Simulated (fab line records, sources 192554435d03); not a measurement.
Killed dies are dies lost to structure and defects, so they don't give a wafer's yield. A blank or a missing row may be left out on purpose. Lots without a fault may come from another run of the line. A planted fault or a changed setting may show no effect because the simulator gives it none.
fab line records | flow n5_finfet
record lots=24 wafers=72 last_day=17
route steps=1938 shown BEOL_M13@1703 BEOL_M14@1746 BEOL_M15@1786
lots that met no fault: from a run of the same line without faults
start_h: hours from the record's first day to the start of the lot's first wafer shown | wait_h: hours since the lot's step before | " the same as in the row above | L1.1+2: a row that stands for several wafers | - no value, or no start given | * or withheld: withheld | < > ~ a bound
route shown NAME@n: a module of which the file shows steps, and the number in the route of the first | usual: mean/standard deviation of fault-free wafers | same: alike in all rows | chamber/n: place in a boat | sites: the reading at each site | _std_site: their standard deviation | _edge_site: outer sites' mean less inner sites' | radius_mm: how far each site lies from the wafer's centre | mask NAME#n: copy n | behind: the tool/chamber that last shaped the wafer | hold: why the lot was held/for how many hours/how that ended | device: the transistor (n, p or np) that didn't switch | end of line: the same wafers' tests at the end of the route | a step without rows: its recipe alone | killed: dies lost to structure and defects at the first sort, not the wafer's yield | map: a wafer's dies, x killed, . not, _ none there
set.NAME: the setting as run; set.NAME@STEP: as run at that earlier step | model.NAME: the simulator's own value behind a step, which no gauge read
steps of the route over a sample of lots; a table a step, a row a wafer
services: from which hour (start_h, from the record's first day; less than 0 if before it) a tool's chamber was out of use, for how many hours, and why
## steps
# step N5_BEOL_M13_DEGAS_41
# recipe ambient=vacuum temp_c=250 time_s=60
# usual heater_power_w=317/33
# columns lot.wafer tool chamber start_h wait_h heater_power_w
L074.1 pvd_sputter-03 - 227.83 0.6 303
L074.4 " - " " 313
L074.6 " - " " 316
L075.1 pvd_sputter-02 - 237.40 0.0 281
L075.2 " - " " 288
L075.4 " - " " 386
L078.1 pvd_sputter-03 - 253.79 0.3 339
L078.3 " - " " 326
L078.5 " - " " 346
L077.2 pvd_sputter-03 - 254.11 0.2 310
L077.3 " - " " 320
L077.4 " - " " 332
L076.1 pvd_sputter-03 - 255.19 1.1 352
L076.3 " - " " 311
L076.5 " - " " 350
L079.1 pvd_sputter-01 - 259.60 2.5 279
L079.2 " - " " 300
L079.4 " - " " 264
L080.2 pvd_sputter-02 - 265.01 0.4 274
L080.4 " - " " 312
L080.5 " - " " 278
L081.1 pvd_sputter-01 - 272.90 0.5 263
L081.5 " - " " 353
L081.6 " - " " 282
L083.2 pvd_sputter-03 - 275.48 0.5 346
L083.4 " - " " 323
L083.6 " - " " 307
L082.1 pvd_sputter-02 - 281.98 0.1 287
L082.4 " - " " 317
L082.6 " - " " 271
L084.1 pvd_sputter-02 - 287.87 0.2 318
L084.2 " - " " 294
L084.3 " - " " 287
L085.2 pvd_sputter-03 - 309.31 0.0 307
L085.3 " - " " 354
L085.6 " - " " 338
L087.1 pvd_sputter-01 - 313.00 0.2 312
L087.2 " - " " 268
L087.5 " - " " 305
L088.3 pvd_sputter-03 - 319.98 0.3 341
L088.4 " - " " 320
L088.6 " - " " 313
L089.1 pvd_sputter-03 - 327.53 0.0 314
L089.3 " - " " 307
L089.4 " - " " 344
L086.3 pvd_sputter-01 - 327.58 0.0 308
L086.4 " - " " 262
L086.6 " - " " 307
L090.2 pvd_sputter-01 - 342.05 0.5 265
L090.5 " - " " 314
L090.6 " - " " 276
L091.1 pvd_sputter-02 - 351.08 0.5 272
L091.4 " - " " 289
L091.5 " - " " 383
L093.1 pvd_sputter-02 - 353.47 0.1 385
L093.3 " - " " 315
L093.4 " - " " 290
L092.1 pvd_sputter-03 - 356.53 0.3 326
L092.2 " - " " 323
L092.5 " - " " 310
L095.1 pvd_sputter-02 - 359.49 0.3 306
L095.2 " - " " 287
L095.3 " - " " 383
L094.2 pvd_sputter-02 - 372.09 0.3 391
L094.3 " - " " 278
L094.6 " - " " 292
L096.1 pvd_sputter-03 - 377.53 0.4 341
L096.4 " - " " 315
L096.5 " - " " 350
L097.2 pvd_sputter-02 - 378.05 0.5 386
L097.4 " - " " 279
L097.5 " - " " 398
# step N5_BEOL_M14_CD_MEAS_28
# recipe target_cd_nm=284.4 landing_energy_ev=500 detector=se_inlens
# usual cd_nm=285.6/1.8
# columns lot.wafer tool chamber start_h wait_h cd_nm
L074.1 cd_sem-01 0 232.63 - 282.9
L074.4 " 0 " " 283.0
L074.6 " 0 " " 284.4
L075.1 cd_sem-02 0 240.80 - 283.8
L075.2 " 0 " " 286.5
L075.4 " 0 " " 285.7
L078.1 cd_sem-02 0 256.78 - 285.5
L078.3 " 0 " " 284.8
L078.5 " 0 " " 287.6
L077.2 cd_sem-02 0 257.11 - 283.7
L077.3 " 0 " " 286.5
L077.4 " 0 " " 284.7
L076.1 cd_sem-01 0 258.40 - 286.7
L076.3 " 0 " " 284.4
L076.5 " 0 " " 285.0
L079.1 cd_sem-01 0 262.57 - 289.0
L079.2 " 0 " " 285.4
L079.4 " 0 " " 287.0
L080.2 cd_sem-01 0 268.19 - 288.5
L080.4 " 0 " " 285.6
L080.5 " 0 " " 288.1
L081.1 cd_sem-02 0 275.82 - 281.1
L081.5 " 0 " " 285.7
L081.6 " 0 " " 282.9
L083.2 cd_sem-02 0 278.25 - 288.3
L083.4 " 0 " " 285.0
L083.6 " 0 " " 284.8
L082.1 cd_sem-01 0 285.04 - 286.1
L082.4 " 0 " " 285.5
L082.6 " 0 " " 286.5
L084.1 cd_sem-02 0 290.52 - 284.5
L084.2 " 0 " " 282.8
L084.3 " 0 " " 286.6
L085.2 cd_sem-02 0 312.09 - 286.0
L085.3 " 0 " " 284.8
L085.6 " 0 " " 285.8
L087.1 cd_sem-02 0 316.22 - 287.2
L087.2 " 0 " " 290.0
L087.5 " 0 " " 288.1
L088.3 cd_sem-01 0 322.76 - 285.3
L088.4 " 0 " " 287.3
L088.6 " 0 " " 287.4
L089.1 cd_sem-03 0 330.30 - 285.7
L089.3 " 0 " " 285.6
L089.4 " 0 " " 287.8
L086.3 cd_sem-01 0 330.58 - 286.3
L086.4 " 0 " " 282.9
L086.6 " 0 " " 285.2
L090.2 cd_sem-02 0 344.96 - 282.0
L090.5 " 0 " " 282.1
L090.6 " 0 " " 284.6
L091.1 cd_sem-02 0 354.07 - 283.2
L091.4 " 0 " " 285.4
L091.5 " 0 " " 283.3
L093.1 cd_sem-01 0 356.38 - 284.8
L093.3 " 0 " " 285.5
L093.4 " 0 " " 285.3
L092.1 cd_sem-03 0 359.36 - 285.2
L092.2 " 0 " " 286.5
L092.5 " 0 " " 288.2
L095.1 cd_sem-03 0 362.35 - 288.8
L095.2 " 0 " " 288.0
L095.3 " 0 " " 286.4
L094.2 cd_sem-01 0 374.86 - 287.4
L094.3 " 0 " " 285.3
L094.6 " 0 " " 284.9
L096.1 cd_sem-03 0 380.18 - 286.0
L096.4 " 0 " " 286.0
L096.5 " 0 " " 285.4
L097.2 cd_sem-02 0 380.84 - 283.7
L097.4 " 0 " " 285.9
L097.5 " 0 " " 284.2
# step N5_BEOL_M14_SPUTTER_44
# recipe material=Ta target_thk_a=150 temp_c=50 bias_v=80 power_w=15000 chamber_pressure_pa=0.07 time_s=24.19
# usual cathode_dc_power_W=15000/2.8 throttle_valve_pct=30.0/0.74
# columns lot.wafer tool chamber start_h wait_h cathode_dc_power_W throttle_valve_pct
L074.1 pvd_sputter-03 - 237.05 0.0 15003 31.0
L074.4 " - " " 15004 29.3
L074.6 " - " " 15000 29.8
L075.1 pvd_sputter-01 - 243.16 0.0 15005 29.5
L075.2 " - " " 14999 30.0
L075.4 " - " " 15004 30.7
L077.2 pvd_sputter-03 - 261.70 0.0 15005 29.1
L077.3 " - " " 15002 30.3
L077.4 " - " " 15001 29.3
L078.1 pvd_sputter-02 - 261.71 0.0 15005 29.3
L078.3 " - " " 14999 30.8
L078.5 " - " " 14999 30.7
L076.1 pvd_sputter-03 - 262.24 0.0 14994 30.5
L076.3 " - " " 15001 29.1
L076.5 " - " " 14999 31.1
L079.1 pvd_sputter-02 - 264.67 0.0 14996 30.7
L079.2 " - " " 14999 31.4
L079.4 " - " " 14997 29.1
L080.2 pvd_sputter-01 - 271.10 0.0 15004 29.8
L080.4 " - " " 15008 30.7
L080.5 " - " " 15000 30.0
L081.1 pvd_sputter-01 - 278.32 0.0 14998 30.5
L081.5 " - " " 15002 30.1
L081.6 " - " " 15001 29.5
L083.2 pvd_sputter-02 - 281.34 0.0 15000 29.2
L083.4 " - " " 14997 30.7
L083.6 " - " " 15001 29.2
L082.1 pvd_sputter-02 - 287.59 0.0 14996 31.0
L082.4 " - " " 14997 29.3
L082.6 " - " " 15004 29.3
L084.1 pvd_sputter-03 - 295.44 0.0 15003 29.7
L084.2 " - " " 14996 31.2
L084.3 " - " " 14997 30.7
L085.2 pvd_sputter-03 - 313.95 0.0 14998 29.5
L085.3 " - " " 14997 31.5
L085.6 " - " " 15004 30.5
L087.1 pvd_sputter-03 - 317.96 0.0 15004 29.2
L087.2 " - " " 15000 31.1
L087.5 " - " " 15001 30.9
L088.3 pvd_sputter-01 - 327.30 0.0 15000 30.0
L088.4 " - " " 14999 30.0
L088.6 " - " " 14998 30.0
L089.1 pvd_sputter-02 - 333.01 0.0 15002 29.3
L089.3 " - " " 15003 29.2
L089.4 " - " " 14999 30.6
L086.3 pvd_sputter-03 - 335.60 0.0 14997 31.0
L086.4 " - " " 14998 29.9
L086.6 " - " " 14998 29.1
L090.2 pvd_sputter-02 - 346.94 0.0 15000 29.0
L090.5 " - " " 15002 29.2
L090.6 " - " " 15003 30.7
L091.1 pvd_sputter-02 - 356.59 0.0 14998 29.2
L091.4 " - " " 14999 29.4
L091.5 " - " " 15000 30.7
L093.1 pvd_sputter-03 - 359.21 0.0 15002 30.4
L093.3 " - " " 14998 29.1
L093.4 " - " " 15001 31.1
L092.1 pvd_sputter-02 - 362.87 0.0 14997 30.6
L092.2 " - " " 15002 31.3
L092.5 " - " " 15001 30.6
L095.1 pvd_sputter-03 - 366.59 0.0 14993 30.6
L095.2 " - " " 14999 30.9
L095.3 " - " " 14999 29.7
L094.2 pvd_sputter-02 - 378.53 0.0 14998 31.1
L094.3 " - " " 15003 30.7
L094.6 " - " " 14996 31.3
L096.1 pvd_sputter-02 - 381.79 0.0 15000 31.4
L096.4 " - " " 14997 30.9
L096.5 " - " " 14998 29.2
L097.2 pvd_sputter-01 - 384.47 0.0 14996 30.5
L097.4 " - " " 14995 29.5
L097.5 " - " " 14996 30.4
# step N5_BEOL_M14_SPUTTER_45
# recipe material=Cu target_thk_a=1000 temp_c=-20 bias_v=60 power_w=26000 chamber_pressure_pa=0.13 time_s=16.67
# usual cathode_dc_power_W=26000/4.6 throttle_valve_pct=30.0/0.72
# columns lot.wafer tool chamber start_h wait_h cathode_dc_power_W throttle_valve_pct
L074.1 pvd_sputter-03 - 237.13 0.0 26002 31.2
L074.4 " - " " 26003 29.3
L074.6 " - " " 26006 29.8
L075.1 pvd_sputter-01 - 243.24 0.0 25993 29.8
L075.2 " - " " 25994 30.3
L075.4 " - " " 25999 30.4
L077.2 pvd_sputter-03 - 261.78 0.0 25997 29.4
L077.3 " - " " 26002 30.6
L077.4 " - " " 26002 29.7
L078.1 pvd_sputter-02 - 261.79 0.0 25999 29.1
L078.3 " - " " 26004 30.6
L078.5 " - " " 26001 30.5
L076.1 pvd_sputter-03 - 262.32 0.0 25999 30.3
L076.3 " - " " 26001 29.0
L076.5 " - " " 26007 31.2
L079.1 pvd_sputter-02 - 264.75 0.0 26002 30.5
L079.2 " - " " 26004 31.2
L079.4 " - " " 26002 29.1
L080.2 pvd_sputter-01 - 271.18 0.0 25999 29.9
L080.4 " - " " 26003 30.5
L080.5 " - " " 25999 30.0
L081.1 pvd_sputter-01 - 278.40 0.0 25996 30.3
L081.5 " - " " 25996 30.2
L081.6 " - " " 25999 29.5
L083.2 pvd_sputter-02 - 281.42 0.0 25996 29.0
L083.4 " - " " 25999 30.6
L083.6 " - " " 25993 29.4
L082.1 pvd_sputter-02 - 287.67 0.0 26001 31.1
L082.4 " - " " 26000 29.2
L082.6 " - " " 25995 28.9
L084.1 pvd_sputter-03 - 295.52 0.0 25994 29.7
L084.2 " - " " 26009 31.4
L084.3 " - " " 26003 30.4
L085.2 pvd_sputter-03 - 314.03 0.0 26006 29.8
L085.3 " - " " 26006 30.9
L085.6 " - " " 26001 30.3
L087.1 pvd_sputter-03 - 318.04 0.0 25996 28.9
L087.2 " - " " 26002 30.9
L087.5 " - " " 25999 31.1
L088.3 pvd_sputter-01 - 327.38 0.0 25999 29.8
L088.4 " - " " 26003 29.6
L088.6 " - " " 25990 30.0
L089.1 pvd_sputter-02 - 333.09 0.0 25994 29.2
L089.3 " - " " 26009 28.9
L089.4 " - " " 26009 30.7
L086.3 pvd_sputter-03 - 335.68 0.0 26000 30.9
L086.4 " - " " 26005 29.4
L086.6 " - " " 25999 29.1
L090.2 pvd_sputter-02 - 347.02 0.0 26002 29.1
L090.5 " - " " 26003 29.5
L090.6 " - " " 25995 30.6
L091.1 pvd_sputter-02 - 356.67 0.0 26000 29.4
L091.4 " - " " 26004 29.4
L091.5 " - " " 26006 30.6
L093.1 pvd_sputter-03 - 359.29 0.0 26005 30.2
L093.3 " - " " 26000 29.4
L093.4 " - " " 26000 31.1
L092.1 pvd_sputter-02 - 362.95 0.0 26002 30.5
L092.2 " - " " 26000 31.0
L092.5 " - " " 25997 30.7
L095.1 pvd_sputter-03 - 366.67 0.0 25996 30.7
L095.2 " - " " 26011 31.2
L095.3 " - " " 26006 29.8
L094.2 pvd_sputter-02 - 378.61 0.0 26002 31.4
L094.3 " - " " 26009 30.6
L094.6 " - " " 25996 31.3
L096.1 pvd_sputter-02 - 381.87 0.0 26000 31.5
L096.4 " - " " 26003 30.6
L096.5 " - " " 25996 29.1
L097.2 pvd_sputter-01 - 384.55 0.0 26001 30.7
L097.4 " - " " 25998 29.5
L097.5 " - " " 26000 30.5
# step N5_BEOL_M15_DESCUM_15
# recipe chemistry=O2 time_s=7.9 source_power_w=50 bias_power_w=20 pressure_mtorr=20 rf_frequency_hz=2.712e+07 temp_c=40 o2_flow_sccm=225
# usual drypump_motor_current_A=5.85/0.22 oes_product_au=0.80/0.095 rf_vpp_V=243.0/1.6 showerhead_plenum_p_Torr=2.09/0.086 throttle_valve_pct=20.50/0.25
# columns lot.wafer tool chamber start_h wait_h drypump_motor_current_A oes_product_au rf_hours_counter_h rf_vpp_V showerhead_plenum_p_Torr throttle_valve_pct
L074.1 rie_diel-05 0 238.98 0.0 5.80 0.67 246 242.9 2.06 20.89
L074.4 " 3 " " 6.03 0.73 171 241.0 2.00 20.59
L074.6 " 1 " " 5.68 0.99 - 242.7 2.07 20.17
L075.1 rie_diel-05 3 245.45 0.0 6.00 0.72 173 240.7 2.00 20.61
L075.2 " 2 " " 5.80 0.84 79 245.1 2.22 20.65
L075.4 " 1 " " 5.69 0.98 4 244.3 2.07 20.17
L078.1 rie_diel-05 2 264.09 0.1 5.79 0.84 85 244.1 2.22 20.66
L078.3 " 3 " " 5.98 0.73 180 240.4 2.00 20.61
L078.5 " 1 " " 5.70 0.96 - 242.2 2.07 20.17
L077.2 rie_diel-05 0 264.50 0.1 5.82 0.99 0 242.8 2.06 20.53
L077.3 " 3 " " 6.00 0.72 180 241.4 2.00 20.63
L077.4 " 1 " " 5.69 0.95 11 244.2 2.07 20.19
L076.1 rie_diel-04 2 265.05 0.0 5.61 0.87 22 245.3 2.22 20.11
L076.3 " 3 " " 6.21 0.73 201 243.6 2.07 20.75
L076.5 " 1 " " 6.04 0.83 - 240.7 2.03 20.18
L079.1 rie_diel-04 2 266.80 0.0 5.63 0.87 24 243.6 2.22 20.14
L079.2 " 3 " " 6.21 0.73 202 242.5 2.07 20.76
L079.4 " 1 " " 6.00 0.82 - 243.0 2.03 20.19
L080.2 rie_diel-05 1 272.91 0.0 5.67 0.95 15 242.7 2.06 20.17
L080.4 " 0 " " 5.79 0.96 4 242.0 2.06 20.54
L080.5 " 1 " " 5.67 0.94 - 242.0 2.06 20.18
L081.1 rie_diel-04 3 280.13 0.0 6.20 0.73 206 244.2 2.07 20.76
L081.5 " 2 " " 5.57 0.87 - 245.2 2.22 20.12
L081.6 " 0 " " 5.49 0.72 - 238.7 1.98 20.50
L083.2 rie_diel-03 1 283.39 0.0 5.61 0.72 207 240.6 2.00 20.58
L083.4 " 0 " " 6.27 0.70 213 242.5 2.08 20.80
L083.6 " 0 " " 6.25 0.70 - 243.6 2.08 20.81
L082.1 rie_diel-05 0 289.40 0.0 5.81 0.94 8 242.5 2.06 20.53
L082.4 " 1 " " 5.66 0.93 20 242.0 2.06 20.18
L082.6 " 3 " " 6.01 0.71 - 241.9 1.99 20.65
L084.1 rie_diel-03 3 297.26 0.0 5.79 0.90 33 244.2 2.23 20.18
L084.2 " 1 " " 5.60 0.72 211 242.9 1.99 20.58
L084.3 " 0 " " 6.26 0.69 218 243.1 2.08 20.82
L085.2 rie_diel-04 3 315.76 0.0 6.22 0.72 216 243.1 2.07 20.77
L085.3 " 0 " " 5.57 0.71 221 240.5 1.97 20.52
L085.6 " 2 " " 5.61 0.84 - 245.8 2.21 20.13
L087.1 rie_diel-05 2 320.13 0.4 5.82 0.82 99 244.9 2.21 20.68
L087.2 " 0 " " 5.82 0.92 15 244.1 2.05 20.54
L087.5 " 3 " " 5.99 0.71 - 240.8 1.99 20.64
L088.3 rie_diel-03 2 329.11 0.0 5.70 0.72 200 242.2 2.17 20.69
L088.4 " 0 " " 6.29 0.69 228 243.2 2.07 20.83
L088.6 " 1 " " 5.57 0.71 - 240.6 1.99 20.58
L089.1 rie_diel-05 2 335.02 0.1 5.79 0.82 103 243.2 2.21 20.67
L089.3 " 1 " " 5.68 0.93 27 243.0 2.06 20.20
L089.4 " 0 " " 5.83 0.91 18 242.7 2.05 20.56
L086.3 rie_diel-05 3 337.43 0.0 5.99 0.71 198 243.0 1.99 20.65
L086.4 " 1 " " 5.67 0.93 28 241.8 2.06 20.20
L086.6 " 1 " " 5.68 0.93 - 243.9 2.06 20.21
L090.2 rie_diel-03 3 349.02 0.0 5.77 0.87 48 244.8 2.22 20.20
L090.5 " 3 " " 5.80 0.87 - 244.8 2.22 20.18
L090.6 " 0 " " 6.25 0.69 - 244.0 2.07 20.84
L091.1 rie_diel-03 0 358.40 0.0 6.26 0.68 237 244.4 2.07 20.85
L091.4 " 3 " " 5.78 0.86 51 244.3 2.22 20.19
L091.5 " 0 " " 6.26 0.69 - 244.3 2.07 20.85
L093.1 rie_diel-04 2 361.36 0.2 5.63 0.82 54 245.1 2.21 20.17
L093.3 " 3 " " 6.19 0.71 232 242.7 2.06 20.79
L093.4 " 1 " " 6.03 0.80 - 242.1 2.02 20.25
L092.1 rie_diel-05 1 364.94 0.0 5.68 0.91 39 242.2 2.06 20.23
L092.2 " 3 " " 5.99 0.70 208 241.0 1.99 20.68
L092.5 " 2 " " 5.84 0.81 - 244.8 2.21 20.71
L095.1 rie_diel-03 3 368.69 0.2 5.81 0.86 54 246.2 2.22 20.18
L095.2 " 0 " " 6.27 0.69 239 241.7 2.07 20.86
L095.3 " 1 " " 5.56 0.71 230 239.7 1.99 20.63
L094.2 rie_diel-04 0 380.47 0.0 5.53 0.69 224 241.8 1.97 20.51
L094.3 " 2 " " 5.60 0.82 60 244.5 2.20 20.17
L094.6 " 1 " " 5.98 0.80 - 240.7 2.01 20.25
L096.1 rie_diel-04 1 383.62 0.0 6.02 0.80 136 242.8 2.01 20.25
L096.4 " 3 " " 6.22 0.69 239 242.0 2.06 20.81
L096.5 " 3 " " 6.22 0.69 - 243.8 2.06 20.80
L097.2 rie_diel-05 1 386.41 0.0 5.67 0.88 45 241.3 2.05 20.24
L097.4 " 3 " " 6.00 0.70 213 242.2 1.99 20.69
L097.5 " 3 " " 6.03 0.71 - 241.0 1.99 20.68
# step N5_BEOL_M15_VIA_ETCH_16
# recipe chemistry=C4F8/O2/Ar target=SiO2 he_inner_torr=15 he_outer_torr=30 target_depth_a=17922 time_s=withheld ion_energy_ev=800 pressure_mtorr=20 source_w=1905 bias_w=2040 Ar_flow_sccm=400 C4F8_flow_sccm=16 O2_flow_sccm=12 ends=cleared
# usual bias_w=2040/5.7 drypump_motor_current_A=5.86/0.22 mfc_ar_sccm=400.2/1.5 oes_product_au=0.72/0.084 rf_vpp_V=2207/36 showerhead_plenum_p_Torr=3.44/0.13 throttle_valve_pct=31.02/0.22
# columns lot.wafer tool chamber start_h wait_h bias_w drypump_motor_current_A mfc_ar_sccm oes_product_au rf_vpp_V showerhead_plenum_p_Torr throttle_valve_pct
L074.1 rie_diel-05 0 239.06 0.0 2030 5.81 398.8 0.61 2202 3.39 31.29
L074.4 " 3 " " 2038 6.00 402.8 0.65 2202 3.32 31.13
L074.6 " 1 " " 2035 5.69 398.1 0.88 2176 3.40 30.76
L075.1 rie_diel-05 3 245.53 0.0 2037 6.00 402.5 0.65 2204 3.32 31.15
L075.2 " 2 " " 2023 5.81 399.8 0.76 2158 3.64 31.31
L075.4 " 1 " " 2032 5.69 400.2 0.87 2178 3.40 30.76
L078.1 rie_diel-05 2 264.17 0.0 2045 5.83 401.4 0.75 2157 3.64 31.33
L078.3 " 3 " " 2034 6.00 400.6 0.66 2202 3.32 31.14
L078.5 " 1 " " 2044 5.69 400.6 0.86 2175 3.40 30.79
L077.2 rie_diel-05 0 264.58 0.0 2037 5.83 399.3 0.88 2200 3.39 31.05
L077.3 " 3 " " 2045 6.00 400.0 0.65 2204 3.32 31.14
L077.4 " 1 " " 2038 5.67 399.9 0.86 2178 3.40 30.77
L076.1 rie_diel-04 2 265.14 0.0 2036 5.63 401.1 0.78 2202 3.66 30.81
L076.3 " 3 " " 2037 6.21 400.4 0.65 2211 3.42 31.27
L076.5 " 1 " " 2038 6.03 399.1 0.74 2190 3.34 30.68
L079.1 rie_diel-04 2 266.89 0.0 2042 5.65 398.9 0.79 2202 3.66 30.84
L079.2 " 3 " " 2033 6.23 399.2 0.66 2210 3.42 31.27
L079.4 " 1 " " 2037 6.03 397.7 0.74 2191 3.34 30.72
L080.2 rie_diel-05 1 272.99 0.0 2045 5.67 398.0 0.84 2176 3.40 30.77
L080.4 " 0 " " 2040 5.83 400.4 0.87 2199 3.38 31.07
L080.5 " 1 " " 2047 5.67 397.1 0.85 2177 3.40 30.77
L081.1 rie_diel-04 3 280.22 0.0 2046 6.24 401.9 0.64 2211 3.42 31.27
L081.5 " 2 " " 2049 5.59 399.6 0.77 2201 3.66 30.82
L081.6 " 0 " " 2035 5.57 401.3 0.64 2202 3.29 31.17
L083.2 rie_diel-03 1 283.47 0.0 2029 5.54 400.0 0.65 2192 3.30 31.04
L083.4 " 0 " " 2038 6.26 403.0 0.63 2268 3.40 31.14
L083.6 " 0 " " 2035 6.28 402.1 0.64 2268 3.40 31.15
L082.1 rie_diel-05 0 289.49 0.0 2041 5.82 397.9 0.84 2201 3.38 31.08
L082.4 " 1 " " 2054 5.66 397.3 0.83 2176 3.39 30.79
L082.6 " 3 " " 2044 6.02 397.5 0.64 2203 3.31 31.16
L084.1 rie_diel-03 3 297.34 0.0 2033 5.78 399.0 0.81 2274 3.65 30.71
L084.2 " 1 " " 2035 5.54 399.2 0.64 2192 3.29 31.03
L084.3 " 0 " " 2049 6.27 398.3 0.63 2268 3.40 31.15
L085.2 rie_diel-04 3 315.85 0.0 2052 6.21 399.1 0.64 2210 3.41 31.29
L085.3 " 0 " " 2042 5.51 398.3 0.63 2202 3.28 31.16
L085.6 " 2 " " 2043 5.64 397.9 0.76 2201 3.65 30.84
L087.1 rie_diel-05 2 320.22 0.0 2040 5.82 401.6 0.75 2157 3.63 31.34
L087.2 " 0 " " 2028 5.81 397.7 0.83 2200 3.38 31.08
L087.5 " 3 " " 2047 6.01 401.5 0.64 2203 3.31 31.15
L088.3 rie_diel-03 2 329.20 0.0 2042 5.69 400.1 0.65 2273 3.52 30.86
L088.4 " 0 " " 2049 6.28 399.2 0.62 2268 3.39 31.16
L088.6 " 1 " " 2042 5.61 399.5 0.64 2192 3.29 31.03
L089.1 rie_diel-05 2 335.11 0.0 2039 5.81 401.9 0.74 2156 3.63 31.35
L089.3 " 1 " " 2036 5.66 398.4 0.82 2177 3.39 30.80
L089.4 " 0 " " 2041 5.82 398.9 0.82 2199 3.38 31.08
L086.3 rie_diel-05 3 337.51 0.0 2033 6.01 400.4 0.64 2202 3.31 31.15
L086.4 " 1 " " 2040 5.69 400.4 0.82 2175 3.39 30.80
L086.6 " 1 " " 2041 5.67 400.9 0.81 2175 3.39 30.80
L090.2 rie_diel-03 3 349.11 0.0 2039 5.81 402.1 0.79 2274 3.64 30.73
L090.5 " 3 " " 2041 5.78 400.3 0.79 2271 3.65 30.72
L090.6 " 0 " " 2037 6.26 401.8 0.62 2267 3.39 31.15
L091.1 rie_diel-03 0 358.49 0.0 2040 6.26 400.1 0.63 2268 3.39 31.17
L091.4 " 3 " " 2038 5.78 399.0 0.79 2274 3.64 30.74
L091.5 " 0 " " 2036 6.26 400.8 0.63 2267 3.39 31.18
L093.1 rie_diel-04 2 361.45 0.0 2044 5.57 400.1 0.74 2200 3.64 30.85
L093.3 " 3 " " 2044 6.22 400.0 0.63 2210 3.40 31.33
L093.4 " 1 " " 2041 6.00 400.9 0.71 2190 3.33 30.72
L092.1 rie_diel-05 1 365.03 0.0 2038 5.69 398.1 0.81 2175 3.38 30.79
L092.2 " 3 " " 2037 6.00 398.0 0.63 2202 3.30 31.15
L092.5 " 2 " " 2046 5.83 399.3 0.73 2156 3.62 31.36
L095.1 rie_diel-03 3 368.78 0.0 2040 5.79 401.4 0.78 2274 3.64 30.75
L095.2 " 0 " " 2043 6.24 398.9 0.63 2267 3.38 31.16
L095.3 " 1 " " 2040 5.58 399.8 0.64 2192 3.28 31.06
L094.2 rie_diel-04 0 380.56 0.0 2052 5.57 400.9 0.63 2201 3.28 31.18
L094.3 " 2 " " 2040 5.64 398.8 0.73 2198 3.64 30.85
L094.6 " 1 " " 2039 6.01 399.8 0.71 2191 3.33 30.73
L096.1 rie_diel-04 1 383.71 0.0 2039 6.03 397.9 0.72 2191 3.33 30.73
L096.4 " 3 " " 2034 6.22 402.3 0.62 2209 3.40 31.31
L096.5 " 3 " " 2043 6.23 400.5 0.62 2208 3.40 31.34
L097.2 rie_diel-05 1 386.49 0.0 2045 5.68 402.2 0.80 2175 3.38 30.83
L097.4 " 3 " " 2045 6.01 400.5 0.63 2200 3.30 31.18
L097.5 " 3 " " 2034 6.00 403.3 0.63 2201 3.30 31.16
## services
# columns tool chamber start_h hours kind
rie_diel-05 1 210.42 - clean
rie_diel-05 1 210.42 - consumable_replace:focus_ring
rie_diel-05 1 210.42 23.2 scheduled_down
rie_diel-05 1 210.42 23.2 vent_cycle
rie_diel-04 - 234.11 1.7 repair
rie_diel-04 0 248.92 19.3 repair
rie_diel-05 0 250.22 - clean
rie_diel-05 0 250.22 - consumable_replace:focus_ring
rie_diel-05 - 261.73 0.6 repair
rie_diel-05 - 266.08 0.8 repair
rie_diel-04 1 276.61 5.4 repair
rie_diel-04 - 281.45 0.4 repair
rie_diel-04 1 283.72 16.7 repair
pvd_sputter-02 - 288.44 40.3 repair
rie_diel-05 1 290.76 9.6 repair
rie_diel-03 1 318.53 5.0 repair
rie_diel-04 0 325.47 51.5 repair
rie_diel-04 - 336.74 2.8 pm
rie_diel-05 0 345.20 7.0 repair
pvd_sputter-01 - 365.77 7.8 repair
## key
fault none
